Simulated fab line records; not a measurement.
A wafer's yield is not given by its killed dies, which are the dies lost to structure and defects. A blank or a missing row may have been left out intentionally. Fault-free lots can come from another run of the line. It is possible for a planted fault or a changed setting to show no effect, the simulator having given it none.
Chamber matching ; flow n5 finfet ; N5_BEOL_M9_ETCH_62 on rie diel-03 has 4 sister chambers
The step etches SOC in N2/H2, target depth 110 nm, overetch 22 nm, time 165 s. 14 wafers are shown with their chamber, then 7 later ones without.

WAFERS PAIRED WITH THEIR CHAMBERS
wafer;chamber;showerhead plenum p Torr (Torr);rf vpp V (V);throttle valve pct (%)
L078.4;0;2.48;521.5;17.92
L078.5;1;2.61;526.3;17.74
L078.6;2;2.58;525.1;17.86
L080.3;0;2.47;521.5;17.95
L080.4;3;2.44;520.2;17.62
L080.5;0;2.47;523.0;17.91
L081.1;0;2.47;520.1;17.95
L081.2;1;2.60;525.3;17.33
L081.4;3;2.44;520.5;17.63
L088.2;3;2.43;520.2;17.66
L088.5;0;2.46;522.6;17.98
L088.6;3;2.43;520.4;17.66
L095.4;0;2.46;521.0;18.00
L095.5;1;2.60;524.1;17.36

SIGNATURES (means of the wafers above)
reading;chamber 0;chamber 1;chamber 2;chamber 3;scatter within a chamber
showerhead plenum p Torr;2.4683;2.6033;2.5800;2.4350;0.00671
rf vpp V;521.617;525.233;525.100;520.325;0.899
throttle valve pct;17.9517;17.4767;17.8600;17.6425;0.106
Rule: for each reading, subtract the chamber's mean from the wafer's reading, divide by that reading's scatter and square the result; add these up over the readings and take the root, which gives the wafer's distance from the chamber. If the next closest chamber is less than 2 further off than the closest, the wafer can't be placed; otherwise it belongs to the closest. The scatter is the square root of a quotient: the sum, over the shown wafers, of each reading's squared deviation from its chamber's mean, divided by wafers minus chambers.

WAFERS WHOSE CHAMBER IS MISSING
wafer;showerhead plenum p Torr (Torr);rf vpp V (V);throttle valve pct (%)
L095.6;2.46;520.2;17.98
L097.3;2.46;520.1;17.98
L097.4;2.43;519.5;17.67
L097.5;2.46;522.3;17.99
L082.1;2.43;520.3;17.69
L082.3;2.59;524.7;17.38
L082.6;2.46;521.1;17.99

EACH ONE'S CHAMBER
wafer;from the rows above;in truth
L095.6;0;0
L097.3;0;0
L097.4;3;3
L097.5;0;0
L082.1;3;3
L082.3;1;1
L082.6;0;0
Correct placement for 7 of the 7. Left unplaced by these rows: 0. Wrongly placed: 0.
